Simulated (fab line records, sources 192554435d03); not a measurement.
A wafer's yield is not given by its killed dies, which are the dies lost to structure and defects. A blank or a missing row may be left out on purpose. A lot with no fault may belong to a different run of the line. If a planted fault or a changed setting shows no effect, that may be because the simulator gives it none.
Split-lot experiment	flow n5Finfet	route with 1938 steps; 7 lots, 39 wafers read

== SPLIT DETAILS ==
At N5_DUMMY_GATE_ETCH_32 (etches SiO2 in CF4, target depth 3.5 nm, time 3.9 s), the setting timeS was moved away from the recipe's 3.9 s on 18 of the 39 wafers read, by -11.4% to +18.9%. The other wafers ran this setting at the recipe's value.

The reading is taken at the split's own step.

== THE READING ==
etch.depthNm (the simulator's own value, which no gauge read), in nm, at N5_DUMMY_GATE_ETCH_32 (etches SiO2 in CF4, target depth 3.5 nm, time 3.9 s). There is no usual value for it anywhere in the file. Across the 21 wafers here that went through the recipe, the average is 3.531 nm and the standard deviation 0.064 nm.

wafer	tool, chamber at the split	timeS as run, s	against the recipe	etch.depthNm, nm	against lot-mates on the recipe
L075.1	rieSi-03, 3	4.46	+14.4%	3.884	+0.389
L075.2	rieSi-03, 1	4.46	+14.4%	4.025	+0.530
L075.3	rieSi-03, 2	3.9	recipe	3.494	-
L075.4	rieSi-03, 0	3.9	recipe	3.508	-
L075.5	rieSi-03, 2	3.9	recipe	3.482	-
L075.6	rieSi-03, 3	4.46	+14.4%	3.906	+0.411
L077.1	rieSi-04, 0	3.9	recipe	3.464	-
L077.2	rieSi-04, 3	3.456	-11.4%	3.057	-0.450
L077.3	rieSi-04, 2	3.9	recipe	3.605	-
L077.4	rieSi-04, 1	3.456	-11.4%	3.18	-0.327
L077.5	rieSi-04, 1	3.456	-11.4%	3.2	-0.307
L077.6	rieSi-04, 0	3.9	recipe	3.453	-
L083.1	rieSi-04, 0	3.9	recipe	3.444	-
L083.2	rieSi-04, 1	3.9	recipe	3.577	-
L083.3	rieSi-04, 3	3.57	-8.5%	3.135	-0.404
L083.4	rieSi-04, 0,3	3.57	-8.5%	3.156	-0.383
L083.5	rieSi-04, 0,3	3.57	-8.5%	3.156	-0.383
L083.6	rieSi-04, 1	3.9	recipe	3.597	-
L084.1	rieSi-03, 1	4.637	+18.9%	4.246	+0.714
L084.2	rieSi-03, 2	3.9	recipe	3.565	-
L084.3	rieSi-03, 0	4.637	+18.9%	4.289	+0.757
L084.4	rieSi-03, 3	3.9	recipe	3.465	-
L084.5	rieSi-03, 1	3.9	recipe	3.567	-
L084.6	rieSi-03, 2	4.637	+18.9%	4.212	+0.680
L087.1	rieSi-02, 2	3.9	recipe	3.517	-
L087.2	rieSi-02, 1	4.598	+17.9%	4.035	+0.478
L087.3	rieSi-02, 0	4.598	+17.9%	4.174	+0.617
L087.4	rieSi-02, 3	3.9	recipe	3.618	-
L087.5	rieSi-02, 2	3.9	recipe	3.537	-
L087.6	rieSi-02, 3	4.598	+17.9%	4.244	+0.687
L090.1	rieSi-03, 2	3.9	recipe	3.613	-
L090.2	rieSi-03, 0	3.9	recipe	3.622	-
L090.3	rieSi-03, 3	4.582	+17.5%	4.084	+0.462
L090.4	rieSi-03, 1	4.582	+17.5%	4.254	+0.632
L090.5	rieSi-03, 2	3.9	recipe	3.63	-
L090.6	rieSi-03, 3	4.582	+17.5%	4.112	+0.490
L096.1	rieSi-02, 0	3.9	recipe	3.469	-
L096.4	rieSi-02, 2	3.9	recipe	3.465	-
L096.5	rieSi-02, 2	3.9	recipe	3.465	-
If several chambers appear in one row, that row covers several wafers at once and the file leaves open which wafer was in which chamber.

THE FIT
A straight line over all 39 wafers: etch.depthNm changes by +0.0356 nm for each +1% of timeS; r = +0.98; the points scatter about the line by 0.075 nm.
The same after taking each lot's own level away (the mean of its wafers on the recipe; 39 wafers): +0.0343 nm for each +1%; r = +0.98; scatter 0.068 nm.
The reading moves by 0.65 nm for the largest change in timeS, on that fit.
The lots' own levels span 3.4663 to 3.6217 nm, that is 2.4 times the standard deviation above.
Hence the lot-to-lot level has little effect on the slope; both slopes agree.
Check: with one of the wafers moved furthest among these (+18.9%) left out of the fit, the line predicts +0.63 nm for it against its lot-mates. Against them it came out at +0.714 nm.

== THESE WAFERS: OTHER SPLITS ==
Other splits were also applied to these wafers ahead of the reading. Each is held against what the fit with the lots' levels taken away leaves over:
other split on the same wafers	wafers away from the commonest value	r with etch.depthNm (lot level and that fit taken away)
N5_DUMMY_GATE_ETCH_37 sourceW	12	+0.18

== FILE'S OWN FIT ==
etch.depthNm changes by +0.0339 nm for each +1% of timeS, r = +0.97.
